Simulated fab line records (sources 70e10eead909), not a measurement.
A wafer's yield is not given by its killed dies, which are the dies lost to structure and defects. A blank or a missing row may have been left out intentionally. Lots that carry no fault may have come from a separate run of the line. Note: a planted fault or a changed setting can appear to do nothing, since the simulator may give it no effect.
fab line records -- flow nand_harc
record lots=6, wafers=18, last_day=24
route steps=1159 shown A_CONTACT@947 A_BLC@964 END@1159
lots with no fault: from the same line, run without faults
start_h: the number of hours between the record's first day and the start of the first shown wafer of the lot -- wait_h: hours from the lot's prior step to this one -- " identical to the entry in the row above -- L1.1+2: one row covering several wafers at once -- - value missing, or start not given -- * or withheld: withheld -- < > ~ a bound
route shown NAME@n: NAME is a module with steps in the file, n the number in the route of the first one -- usual: mean and standard deviation over wafers with no fault -- same: alike in all rows -- chamber/n: place in a boat -- sites: each site's reading -- _std_site: the values' standard deviation -- _edge_site: the outer-site mean with the inner-site mean subtracted -- radius_mm: how far each site lies from the wafer's centre -- mask NAME#n: copy n -- behind: tool/chamber where the wafer was last shaped -- hold: why the lot went on hold/how many hours it stayed there/how the hold came to an end -- device: which transistor (n, p or np) failed to switch -- end of line: tests of these same wafers at the route's end -- step lacking rows: just its recipe -- killed: not the wafer's yield, but the dies lost to structure and defects at the first sort -- map: the dies of a wafer, with x for killed, . for not killed, _ for no die there
set.NAME: the run value of the setting; set.NAME@STEP: its run value at that earlier step -- model.NAME: the simulator's own value behind a step, which no gauge read
a table for each step, a row for each wafer; lots at some steps of the route
services: from which hour (start_h, from the record's first day; less than 0 if before it) a tool's chamber was out of use, for how many hours, and why
## steps
# step NHARC_A_CONTACT_ETCH_138
# recipe source_w=withheld, pressure_mtorr=20, bias_v=3000, time_s=132, target_depth_a=12890, ar_flow_sccm=withheld, c4f8_flow_sccm=withheld, o2_flow_sccm=withheld, chemistry=C4F8/O2/Ar
# step NHARC_A_CONTACT_ETCH_139
# recipe source_w=withheld, pressure_mtorr=20, bias_v=400, time_s=137, target_depth_a=5900, ar_flow_sccm=withheld, c4f8_flow_sccm=11.5, o2_flow_sccm=7.2, chemistry=C4F8/O2/Ar
# step NHARC_A_CONTACT_ETCH_92
# recipe target_depth_a=400, over_etch_frac=0.5, time_s=85.7, ion_energy_ev=120, ch3f_flow_sccm=50, o2_flow_sccm=30, ar_flow_sccm=200, rf_w=500, bias_w=100, chemistry=CH3F/O2
# usual bias_w=100.1/0.31, drypump_motor_current_A=5.7/0.42, oes_product_au=0.933/0.021, rf_fwd_power_W=496.5/1.6, rf_vpp_V=245.0/1.8, showerhead_plenum_p_Torr=2.51/0.12, throttle_valve_pct=20.661/0.0096
lot.wafer,tool,chamber,start_h,wait_h,bias_w,drypump_motor_current_A,oes_product_au,rf_fwd_power_W,rf_hours_counter_h,rf_vpp_V,showerhead_plenum_p_Torr,throttle_valve_pct
L959.1,rie_diel-11,2,387.14,0.4,100.1,5.8,0.934,497.4,4,241.9,2.32,20.652
L959.4,rie_diel-11,3,387.14,0.4,99.7,5.8,0.933,495.1,4,245.3,2.48,20.656
L959.3,rie_diel-11,0,387.14,0.4,100.1,5.6,0.937,495.1,4,247.6,2.58,20.674
L957.1,rie_diel-01,1,392.07,0.4,99.4,5.7,0.935,500.8,30,243.3,2.47,20.648
L957.4,rie_diel-01,2,392.07,0.4,100.0,6.6,0.927,496.7,30,244.0,2.44,20.663
L957.5,rie_diel-01,2,392.07,0.4,100.0,6.6,0.922,493.3,-,242.8,2.44,20.666
L965.1,rie_diel-11,2,435.21,0.3,100.0,5.8,0.923,497.5,13,241.5,2.32,20.669
L965.3,rie_diel-11,1,435.21,0.3,100.5,5.6,0.933,496.6,13,247.5,2.60,20.661
L965.5,rie_diel-11,2,435.21,0.3,99.7,5.8,0.925,497.8,-,241.2,2.32,20.650
L966.1,rie_diel-01,0,435.70,0.4,100.7,6.4,0.915,492.4,46,241.6,2.27,20.663
L966.6,rie_diel-01,3,435.70,0.4,100.1,6.3,0.930,494.2,-,244.7,2.55,20.673
L966.5,rie_diel-01,0,435.70,0.4,100.3,6.4,0.939,493.2,-,242.0,2.27,20.646
L972.1,rie_diel-01,0,486.12,0.4,100.1,6.3,0.929,495.0,60,248.2,2.66,20.657
L972.4,rie_diel-01,1,486.12,0.4,100.3,5.7,0.938,498.4,62,244.3,2.46,20.664
L972.6,rie_diel-01,1,486.12,0.4,99.8,5.7,0.940,497.8,-,243.9,2.46,20.661
L978.2,rie_diel-01,3,504.80,0.4,100.4,6.3,0.994,498.0,0,245.1,2.54,20.675
L978.1,rie_diel-01,2,504.80,0.4,100.5,6.6,1.005,495.9,0,242.4,2.43,20.670
L978.4,rie_diel-01,1,504.80,0.4,100.7,5.7,1.001,498.7,-,243.8,2.46,20.648
# step NHARC_A_CONTACT_ETCH_98
# recipe target_depth_a=200, over_etch_frac=0.5, time_s=10, ion_energy_ev=250, c4f6_flow_sccm=25, o2_flow_sccm=20, ar_flow_sccm=500, rf_w=600, bias_w=500, chemistry=C4F6/O2
# usual bias_w=499.8/1.5, drypump_motor_current_A=5.7/0.43, oes_product_au=0.960/0.018, rf_fwd_power_W=586.4/2.5, rf_vpp_V=549/3.4, showerhead_plenum_p_Torr=4.02/0.16, throttle_valve_pct=26.904/0.009
lot.wafer,tool,chamber,start_h,wait_h,bias_w,drypump_motor_current_A,oes_product_au,rf_fwd_power_W,rf_hours_counter_h,rf_vpp_V,showerhead_plenum_p_Torr,throttle_valve_pct
L959.4,rie_diel-11,0,-,-,498.0,5.6,0.944,586.7,4,550,4.11,26.899
L959.1,rie_diel-11,1,-,-,500.4,5.6,0.958,587.4,4,552,4.14,26.902
L959.3,rie_diel-11,3,-,-,500.1,5.8,0.937,589.0,4,547,3.96,26.897
L957.1,rie_diel-01,1,-,-,500.7,5.7,0.983,588.3,30,548,3.95,26.895
L957.4,rie_diel-01,0,-,-,498.0,6.3,0.955,584.9,31,542,3.65,26.894
L957.5,rie_diel-01,2,-,-,499.2,6.6,0.960,586.1,-,547,3.90,26.906
L965.1,rie_diel-11,1,-,-,501.0,5.6,0.960,585.4,13,551,4.14,26.914
L965.3,rie_diel-11,2,-,-,499.0,5.8,0.962,583.8,13,543,3.71,26.899
L965.5,rie_diel-11,0,-,-,498.5,5.6,0.956,582.6,-,550,4.11,26.899
L966.1,rie_diel-01,3,-,-,500.9,6.2,0.954,585.2,46,549,4.06,26.906
L966.6,rie_diel-01,2,-,-,498.7,6.6,0.945,585.0,-,546,3.89,26.910
L966.5,rie_diel-01,3,-,-,500.9,6.2,0.952,587.3,-,549,4.06,26.917
L972.1,rie_diel-01,1,-,-,501.8,5.7,0.980,590.3,62,547,3.93,26.898
L972.4,rie_diel-01,2,-,-,498.6,6.6,0.949,586.9,62,546,3.88,26.892
L972.6,rie_diel-01,0,-,-,499.3,6.4,0.956,587.5,-,552,4.23,26.897
L978.1,rie_diel-01,1,504.97,0.1,498.4,5.7,1.004,592.0,0,546,3.93,26.925
L978.2,rie_diel-01,3,504.97,0.1,498.3,6.3,1.000,586.6,0,550,4.05,26.904
L978.4,rie_diel-01,2,504.97,0.1,499.9,6.6,1.005,581.2,-,547,3.87,26.907
# step NHARC_A_CONTACT_CD_MEAS_15
# usual cd_nm=90.1/0.45
lot.wafer,tool,chamber,start_h,wait_h,cd_nm
L959.1,cd_sem-01,-,387.34,-,89.9
L959.3,cd_sem-01,-,387.34,-,90.0
L959.4,cd_sem-01,-,387.34,-,90.2
L957.1,cd_sem-01,-,392.29,-,90.7
L957.4,cd_sem-01,-,392.29,-,91.2
L957.5,cd_sem-01,-,392.29,-,90.6
L965.1,cd_sem-02,-,435.43,-,90.7
L965.3,cd_sem-02,-,435.43,-,89.8
L965.5,cd_sem-02,-,435.43,-,90.5
L966.1,cd_sem-03,-,435.91,-,90.3
L966.5,cd_sem-03,-,435.91,-,90.3
L966.6,cd_sem-03,-,435.91,-,90.3
L972.1,cd_sem-01,-,486.36,-,88.6
L972.4,cd_sem-01,-,486.36,-,89.4
L972.6,cd_sem-01,-,486.36,-,89.2
L978.1,cd_sem-01,-,505.05,-,90.4
L978.2,cd_sem-01,-,505.05,-,89.8
L978.4,cd_sem-01,-,505.05,-,90.4
# step NHARC_A_CONTACT_STRIP_107
# recipe n2_flow_sccm=150, h2_flow_sccm=150, ar_flow_sccm=0, bias_w=0, chemistry=N2/H2
# step NHARC_A_CONTACT_STRIP_108
# recipe cf4_flow_sccm=100, chf3_flow_sccm=30, ar_flow_sccm=0, bias_w=0, chemistry=CF4/CHF3
# step NHARC_A_CONTACT_STRIP_109
# recipe o2_flow_sccm=400, cos_flow_sccm=20, ar_flow_sccm=0, bias_w=0, chemistry=O2/COS
# step NHARC_A_CONTACT_ETCH_110
# recipe target_depth_a=500, overetch_a=50, time_s=27.5, ion_energy_ev=100, cf4_flow_sccm=80, o2_flow_sccm=20, ar_flow_sccm=0, rf_w=300, bias_w=100, chemistry=CF4/O2
# step NHARC_A_CONTACT_STRIP_26
# recipe o2_flow_sccm=500, ar_flow_sccm=0, bias_w=0, chemistry=O2
# step NHARC_A_CONTACT_STRIP_27
# recipe time_s=600, temp_c=30, chemistry=post_etch_residue_remover
# step NHARC_A_CONTACT_ALD_18
# recipe target_thk_a=30, pulse_time_s=1, ald_cycles=150, temp_c=450, material=TiN
# usual heater_power_w=1073/110, precursor_pulse_height_rel=1.002/0.019
lot.wafer,tool,chamber,start_h,wait_h,heater_power_w,precursor_pulse_height_rel
L959.1,ald_metal-03,2,388.39,-,1331,1.001
L959.4,ald_metal-03,3,388.39,-,871,0.986
L959.3,ald_metal-03,0,388.39,-,1103,0.991
L957.1,ald_metal-04,2,393.40,-,895,1.002
L957.4,ald_metal-04,3,393.40,-,1018,1.003
L957.5,ald_metal-04,1,393.40,-,1115,1.016
L965.1,ald_metal-04,3,436.41,-,1045,1.021
L965.3,ald_metal-04,2,436.41,-,892,1.026
L965.5,ald_metal-04,3,436.41,-,1063,1.009
L966.1,ald_metal-02,0,437.05,-,1139,1.020
L966.6,ald_metal-02,2,437.05,-,1193,0.997
L966.5,ald_metal-02,3,437.05,-,1103,1.005
L972.1,ald_metal-02,2,487.34,-,1193,0.973
L972.4,ald_metal-02,3,487.34,-,1082,0.999
L972.6,ald_metal-02,0,487.34,-,1123,1.009
L978.4,ald_metal-02,2,506.20,-,1238,0.989
L978.2,ald_metal-02,3,506.20,-,1124,1.008
L978.1,ald_metal-02,0,506.20,-,1124,1.006
# step NHARC_A_CONTACT_CVD_19
# recipe target_thk_a=3000, temp_c=300, pressure_torr=40, wf6_flow_sccm=40, h2_flow_sccm=1600, ar_flow_sccm=1560, time_s=802, material=W
# usual heater_power_w=458/48, mfc_wf6_sccm=40.00/0.13, throttle_valve_pct=8.0/0.32
lot.wafer,tool,chamber,start_h,wait_h,heater_power_w,mfc_wf6_sccm,throttle_valve_pct
L959.1,cvd_w-02,1,395.02,-,520,39.86,8.2
L959.3,cvd_w-02,1,395.02,-,520,39.69,7.9
L959.4,cvd_w-02,0,395.02,-,400,40.02,8.2
L957.1,cvd_w-01,1,399.29,-,445,40.06,7.5
L957.4,cvd_w-01,1,399.29,-,451,40.08,7.7
L957.5,cvd_w-01,1,399.29,-,460,40.06,7.5
L965.1,cvd_w-01,1,441.07,-,458,40.14,7.7
L965.3,cvd_w-01,0,441.07,-,442,39.81,8.1
L965.5,cvd_w-01,1,441.07,-,453,40.09,7.6
L966.1,cvd_w-01,0,441.81,-,436,40.02,8.3
L966.6,cvd_w-01,1,441.81,-,465,39.84,7.5
L966.5,cvd_w-01,0,441.81,-,440,40.17,8.0
L972.1,cvd_w-02,1,489.92,-,520,39.85,8.2
L972.4,cvd_w-02,0,489.92,-,415,39.91,8.0
L972.6,cvd_w-02,1,489.92,-,511,40.11,8.5
L978.2,cvd_w-02,0,512.51,-,417,39.79,8.1
L978.1,cvd_w-02,1,512.51,-,527,40.05,8.3
L978.4,cvd_w-02,1,512.51,-,530,39.98,8.4
# step NHARC_A_CONTACT_CMP_20
# recipe t_overpolish_s=30, target_thk_nm=300
# step NHARC_A_CONTACT_SRD_22
# step NHARC_A_BLC_DEHYDRATE_00
# recipe temp_c=150, time_s=120
# step NHARC_A_BLC_HMDS_01
# recipe time_s=30
# step NHARC_A_BLC_COAT_02
# recipe temp_c=260, time_s=75
# step NHARC_A_BLC_COAT_03
# recipe temp_c=225, time_s=65
# step NHARC_A_BLC_COAT_04
# recipe spin_rpm=1500, resist_thk_nm=90
# step NHARC_A_BLC_SOFTBAKE_05
# recipe temp_c=105, time_s=55
# step NHARC_A_BLC_EBR_06
# step NHARC_A_BLC_EXPOSE_07
# recipe na=1.35, target_cd_nm=100, dose_mj=67.97, mask_id=A_BLC
# step NHARC_A_BLC_PEB_08
# recipe peb_temp_c=100, peb_time_s=65
# step NHARC_A_BLC_DEVELOP_09
# recipe develop_time_s=35, dev_temp_c=23
# step NHARC_A_BLC_CD_MEAS_10
# recipe target_cd_nm=100, landing_energy_ev=500
# usual cd_nm=100.1/0.52
lot.wafer,tool,chamber,start_h,wait_h,cd_nm
L959.1,cd_sem-01,0,396.82,-,99.8
L959.3,cd_sem-01,0,396.82,-,100.2
L959.4,cd_sem-01,0,396.82,-,100.5
L957.1,cd_sem-03,0,400.85,-,99.9
L957.4,cd_sem-03,0,400.85,-,100.4
L957.5,cd_sem-03,0,400.85,-,100.4
L965.1,cd_sem-03,0,442.74,-,100.0
L965.3,cd_sem-03,0,442.74,-,99.8
L965.5,cd_sem-03,0,442.74,-,99.4
L966.1,cd_sem-02,0,443.37,-,99.7
L966.5,cd_sem-02,0,443.37,-,99.5
L966.6,cd_sem-02,0,443.37,-,99.9
L972.1,cd_sem-03,0,491.59,-,100.0
L972.4,cd_sem-03,0,491.59,-,100.1
L972.6,cd_sem-03,0,491.59,-,99.7
L978.1,cd_sem-01,0,514.32,-,100.0
L978.2,cd_sem-01,0,514.32,-,100.7
L978.4,cd_sem-01,0,514.32,-,101.1
# step NHARC_A_BLC_OVL_MEAS_11
# usual overlay_x_nm=0.1/0.7, overlay_y_nm=0.1/0.94
lot.wafer,tool,chamber,start_h,wait_h,overlay_x_nm,overlay_y_nm
L959.1,overlay-01,-,396.92,-,-0.2,1.2
L959.3,overlay-01,-,396.92,-,0.3,1.2
L959.4,overlay-01,-,396.92,-,0.4,1.9
L957.1,overlay-01,-,400.95,-,0.1,0.8
L957.4,overlay-01,-,400.95,-,0.5,0.5
L957.5,overlay-01,-,400.95,-,0.4,0.7
L965.1,overlay-02,-,442.83,-,0.1,0.4
L965.3,overlay-02,-,442.83,-,0.3,0.1
L965.5,overlay-02,-,442.83,-,-0.1,0.0
L966.1,overlay-02,-,443.46,-,0.2,0.0
L966.5,overlay-02,-,443.46,-,0.7,0.2
L966.6,overlay-02,-,443.46,-,0.1,-0.5
L972.1,overlay-01,-,491.68,-,0.1,0.6
L972.4,overlay-01,-,491.68,-,0.3,0.5
L972.6,overlay-01,-,491.68,-,-0.1,0.0
L978.1,overlay-01,-,514.41,-,-0.6,-1.7
L978.2,overlay-01,-,514.41,-,-0.4,-1.1
L978.4,overlay-01,-,514.41,-,-0.2,-1.1
# step NHARC_A_BLC_DESCUM_15
# recipe time_s=3, o2_flow_sccm=200, ar_flow_sccm=0, bias_power_w=0, chemistry=O2
# step NHARC_A_BLC_ETCH_16
# recipe target_depth_a=390, over_etch_frac=0.3, time_s=65, ion_energy_ev=80, cf4_flow_sccm=150, ar_flow_sccm=0, rf_w=300, bias_w=100, chemistry=CF4
# step NHARC_A_BLC_ETCH_17
# recipe target_depth_a=3900, over_etch_frac=0.25, time_s=609.38, ion_energy_ev=200, n2_flow_sccm=150, h2_flow_sccm=150, ar_flow_sccm=0, rf_w=400, bias_w=150, chemistry=N2/H2
# usual bias_w=150.0/0.44, drypump_motor_current_A=5.5/0.46, oes_product_au=1.000/0.0063, rf_fwd_power_W=399.6/1.2, rf_vpp_V=430.0/2.4, showerhead_plenum_p_Torr=2.03/0.083, throttle_valve_pct=14.171/0.0093
lot.wafer,tool,chamber,start_h,wait_h,bias_w,drypump_motor_current_A,oes_product_au,rf_fwd_power_W,rf_hours_counter_h,rf_vpp_V,showerhead_plenum_p_Torr,throttle_valve_pct
L959.3,rie_diel-10,1,-,-,149.5,5.8,0.992,399.4,14,426.1,1.90,14.166
L959.1,rie_diel-10,2,-,-,150.3,5.3,0.991,400.6,14,427.0,1.91,14.166
L959.4,rie_diel-10,0,-,-,150.2,5.6,1.002,399.4,11,430.3,1.97,14.172
L957.4,rie_diel-04,0,-,-,150.9,5.4,1.011,401.9,10,433.7,2.16,14.160
L957.1,rie_diel-04,2,-,-,150.3,5.3,1.005,398.8,10,430.3,2.04,14.175
L957.5,rie_diel-04,3,-,-,150.5,6.5,1.010,398.9,-,430.0,2.05,14.185
L965.3,rie_diel-03,0,-,-,150.5,6.1,1.008,399.8,4,432.9,2.12,14.171
L965.1,rie_diel-03,3,-,-,149.8,5.0,0.996,398.9,4,429.3,2.00,14.181
L965.5,rie_diel-03,0,-,-,150.9,6.1,0.995,400.9,-,433.1,2.12,14.183
L966.1,rie_diel-10,0,-,-,149.6,5.6,1.006,399.9,25,427.5,1.96,14.180
L966.6,rie_diel-10,0,-,-,149.7,5.6,1.001,401.1,-,427.9,1.96,14.183
L966.5,rie_diel-10,1,-,-,150.5,5.8,0.998,398.6,-,427.3,1.90,14.167
L972.4,rie_diel-10,0,-,-,150.4,5.5,1.001,398.5,44,427.6,1.96,14.179
L972.1,rie_diel-10,3,-,-,149.9,5.0,0.996,398.5,45,428.0,1.98,14.172
L972.6,rie_diel-10,1,-,-,150.0,5.9,0.997,400.0,-,427.6,1.89,14.166
L978.4,rie_diel-03,0,-,-,149.7,6.1,1.003,400.2,12,431.8,2.11,14.187
L978.1,rie_diel-03,1,-,-,149.7,5.8,1.002,399.5,11,430.3,2.01,14.160
L978.2,rie_diel-03,3,-,-,150.0,5.0,0.995,401.9,13,429.4,2.00,14.169
# step NHARC_A_BLC_ETCH_18
# recipe target_depth_a=9100, c4f8_flow_sccm=20, o2_flow_sccm=10, ar_flow_sccm=withheld, rf_w=600, bias_w=1500, chemistry=C4F8/O2/Ar
# step NHARC_A_BLC_CD_MEAS_19
# usual cd_nm=100.2/1.3
lot.wafer,tool,chamber,start_h,wait_h,cd_nm
L959.1,cd_sem-03,-,398.00,-,101.1
L959.3,cd_sem-03,-,398.00,-,98.9
L959.4,cd_sem-03,-,398.00,-,102.4
L957.1,cd_sem-01,-,402.12,-,100.4
L957.4,cd_sem-01,-,402.12,-,100.1
L957.5,cd_sem-01,-,402.12,-,100.5
L965.1,cd_sem-02,-,443.90,-,101.3
L965.3,cd_sem-02,-,443.90,-,98.9
L965.5,cd_sem-02,-,443.90,-,100.7
L966.1,cd_sem-03,-,444.55,-,100.4
L966.5,cd_sem-03,-,444.55,-,99.1
L966.6,cd_sem-03,-,444.55,-,99.5
L972.1,cd_sem-03,-,492.75,-,100.1
L972.4,cd_sem-03,-,492.75,-,100.3
L972.6,cd_sem-03,-,492.75,-,101.3
L978.1,cd_sem-01,-,515.47,-,99.5
L978.2,cd_sem-01,-,515.47,-,99.8
L978.4,cd_sem-01,-,515.47,-,101.1
# step NHARC_A_BLC_STRIP_29
# recipe cf4_flow_sccm=150, ar_flow_sccm=0, bias_w=0, chemistry=CF4
# usual drypump_motor_current_A=5.5/0.5, oes_product_au=1.001/0.0067, rf_vpp_V=59.5/0.88, showerhead_plenum_p_Torr=1.78/0.06, throttle_valve_pct=13.282/0.0091
# same bias_w=0
lot.wafer,tool,chamber,start_h,wait_h,drypump_motor_current_A,oes_product_au,rf_hours_counter_h,rf_vpp_V,showerhead_plenum_p_Torr,throttle_valve_pct
L959.1,rie_diel-10,3,398.07,0.1,5.0,0.993,12,60.1,1.73,13.298
L959.3,rie_diel-10,0,398.07,0.1,5.6,0.999,11,58.7,1.71,13.289
L959.4,rie_diel-10,1,398.07,0.1,5.9,0.998,14,60.6,1.66,13.290
L957.4,rie_diel-03,0,402.19,0.1,6.1,0.995,0,58.4,1.83,13.290
L957.1,rie_diel-03,3,402.19,0.1,5.0,0.988,0,59.9,1.74,13.273
L957.5,rie_diel-03,1,402.19,0.1,5.8,0.989,-,59.0,1.75,13.287
L965.1,rie_diel-03,0,444.00,0.1,6.0,0.992,4,59.6,1.83,13.278
L965.3,rie_diel-03,1,444.00,0.1,5.8,1.000,4,59.5,1.74,13.278
L965.5,rie_diel-03,3,444.00,0.1,5.0,0.992,-,59.7,1.74,13.283
L966.1,rie_diel-03,3,444.66,0.1,5.0,0.997,5,60.9,1.74,13.283
L966.5,rie_diel-03,1,444.66,0.1,5.8,1.001,-,59.7,1.75,13.276
L966.6,rie_diel-03,2,444.66,0.1,5.0,1.006,-,57.0,1.71,13.287
L972.4,rie_diel-03,2,492.84,0.1,5.0,0.998,8,57.9,1.71,13.300
L972.1,rie_diel-03,3,492.84,0.1,5.0,0.999,10,58.5,1.74,13.289
L972.6,rie_diel-03,0,492.84,0.1,6.1,1.002,-,58.9,1.83,13.287
L978.4,rie_diel-04,3,515.54,0.1,6.5,1.012,3,59.0,1.78,13.273
L978.1,rie_diel-04,0,515.54,0.1,5.3,1.000,3,59.8,1.86,13.285
L978.2,rie_diel-04,2,515.54,0.1,5.3,0.996,3,58.7,1.77,13.275
# step NHARC_A_BLC_STRIP_21
# recipe o2_flow_sccm=500, ar_flow_sccm=0, bias_w=0, chemistry=O2
# step NHARC_A_BLC_STRIP_22
# recipe time_s=600, temp_c=30, chemistry=post_etch_residue_remover
# step NHARC_A_BLC_DEGAS_30
# recipe temp_c=300, time_s=60
# step NHARC_A_BLC_PRE_CLEAN_31
# recipe time_s=15, bias_v=250, gas=Ar
# step NHARC_A_BLC_PVD_32
# recipe target_thk_a=50, chamber_pressure_pa=5, power_w=5000, substrate_temp_c=200, time_s=17.7, material=Ti
# step NHARC_A_BLC_ALD_23
# recipe target_thk_a=30, pulse_time_s=1, ald_cycles=150, temp_c=450, material=TiN
# step NHARC_END_SORT_01
# recipe temp_c=25
# usual killed_at_array=24/7.4, killed_at_other=0.5/0.81, killed_at_periphery=3.4/2.3, killed_dies=28/8, killed_open=3.4/1.8, killed_short=2.0/1.4
# same gross_dies=677
lot.wafer,tool,chamber,start_h,wait_h,killed_at_array,killed_at_other,killed_at_periphery,killed_dies,killed_open,killed_short
L966.6,prober-02,0,492.24,4.0,65,1,3,69,1,5
L965.1,prober-01,0,488.26,2.5,68,1,3,72,2,4
L965.5,prober-01,0,491.44,3.7,67,1,4,72,2,3
L972.6,prober-01,0,549.98,3.9,24,0,3,27,4,0
# killed by level:class
L965.1 A_CONTACT:unspecified=38 A_CHANNEL_HOLE_D1:chamber_film_flake=12 A_SLIT:chamber_film_flake=7 A_STAIRCASE:chamber_film_flake=3 A_CONTACT:chamber_film_flake=3 P_M0:geometric_particle:short=1 P_M1:geometric_particle:open=1 A_ONON_D1:geometric_particle:short=1
L965.5 A_CONTACT:unspecified=42 A_SLIT:chamber_film_flake=10 A_CHANNEL_HOLE_D1:chamber_film_flake=6 A_CONTACT:chamber_film_flake=3 A_STAIRCASE:chamber_film_flake=2 P_GATE:geometric_particle:open=1 P_M2:geometric_particle:open=1 A_ONON_D1:geometric_particle:short=1
L966.6 A_CONTACT:unspecified=44 A_SLIT:chamber_film_flake=9 A_CHANNEL_HOLE_D1:chamber_film_flake=5 A_M1:chamber_film_flake=3 P_GATE:geometric_particle:short=1 P_GATE:geometric_particle:open=1 A_CHANNEL_HOLE_D1:geometric_particle:short=1 A_CHANNEL_FILL_D1:geometric_particle:short=1
L972.6 A_CHANNEL_HOLE_D1:chamber_film_flake=9 A_STAIRCASE:chamber_film_flake=5 A_CONTACT:chamber_film_flake=4 A_CONTACT:geometric_particle:open=3 A_CHANNEL_FILL_D1:chamber_film_flake=3 P_GATE:chamber_film_flake=2 P_M1:geometric_particle:open=1
# map L965.1 (x killed, . not)
____________.____________
_________......._________
_______x.x........_______
______.x...........______
_____x.xx..........._____
____...xx............____
____.x.x.............____
___....x..............___
___.x..x....x....x....___
__.......x..x.x........__
__......x....x.........__
_..x...................._
_......................._
_...x......x............_
_......................._
_x......................_
.x.....................x.
....................x....
x.....................x.x
xxx......................
x........................
_......................._
_....................x.._
_......................._
_......................._
_..................xx.x._
__................xxxxx__
__................xxxxx__
___..............xxxxx___
___............x.xxxxx___
____.............xxxx____
____.............xxxx____
_____............xxx_____
______..........x.x______
_______..........._______
_________......._________
____________.____________
# map L966.6 (x killed, . not)
____________.____________
_________......._________
_______..........._______
______.....x.......______
_____....xx........._____
____......x..........____
____......x..........____
___...........xx......___
___...................___
__.....................__
__.............x.......__
_......................._
_..............x........_
_..............x........_
_......................._
_......................._
.................x.......
....x....................
xx.......................
.x.x.......x.............
x........................
_xx....................._
_.x....................._
_......................._
_...................x..._
_.................x..xx._
__...............xxxxxx__
__...............xxxxxx__
___........x....xxxxxx___
___...........x..xxxxx___
____.............xxxx____
____............xxxxx____
_____.........x.xxxx_____
______x.........xxx______
_______..........x_______
_________......._________
____________.____________
## services
tool,chamber,start_h,hours,kind
ald_metal-02,-,364.00,10.0,pm
rie_diel-11,-,366.53,9.0,pm
rie_diel-10,0,368.20,1.4,repair
rie_diel-01,-,370.63,0.4,repair
rie_diel-04,1,372.98,6.7,repair
rie_diel-03,0,373.75,1.7,repair
cvd_w-02,-,380.93,13.0,pm
rie_diel-03,-,392.52,9.0,pm
rie_diel-04,-,396.78,0.3,repair
ald_metal-02,2,401.70,26.7,repair
cvd_w-01,0,404.49,2.8,repair
ald_metal-04,-,406.00,10.0,pm
rie_diel-10,2,425.16,2.2,repair
rie_diel-01,-,437.94,0.2,repair
rie_diel-11,0,441.10,3.3,repair
rie_diel-10,2,445.18,28.2,repair
rie_diel-11,1,454.41,2.5,repair
rie_diel-04,-,465.90,9.0,pm
rie_diel-03,2,471.40,2.2,repair
cvd_w-01,-,474.92,13.0,pm
rie_diel-03,1,483.38,5.1,repair
rie_diel-01,0,490.11,22.5,repair
rie_diel-01,-,491.99,9.0,pm
rie_diel-11,0,500.70,10.5,repair
## key
first_sign step=NHARC_END_SORT_01, reading=killed_at_array, direction=up, sigmas=5.7, usual=24, struck=67
effect step=NHARC_END_SORT_01, reading=killed_dies, direction=up, sigmas=5.3, usual=28, struck=71
more_kills_born_at NHARC_A_CONTACT_CVD_19@cvd_w-01=124
met_at NHARC_A_CONTACT_CVD_19
struck_wafers L965.1,L965.5,L966.6
tester_left_out L965,L966
fault kind=chamber_particle_source, tool=cvd_w-01, chamber=1, onset_h=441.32, steps=NHARC_A_CONTACT_CVD_19, rate_per_visit_cm2=0.86712, end_h=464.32
# tester_left_out: of these lots the tester's yield and bins aren't shown, on N5 and GAA mostly nor the transistor test; their killed dies are dies lost to structure and defects alone, not to doping, threshold or leakage, so they don't give the yield
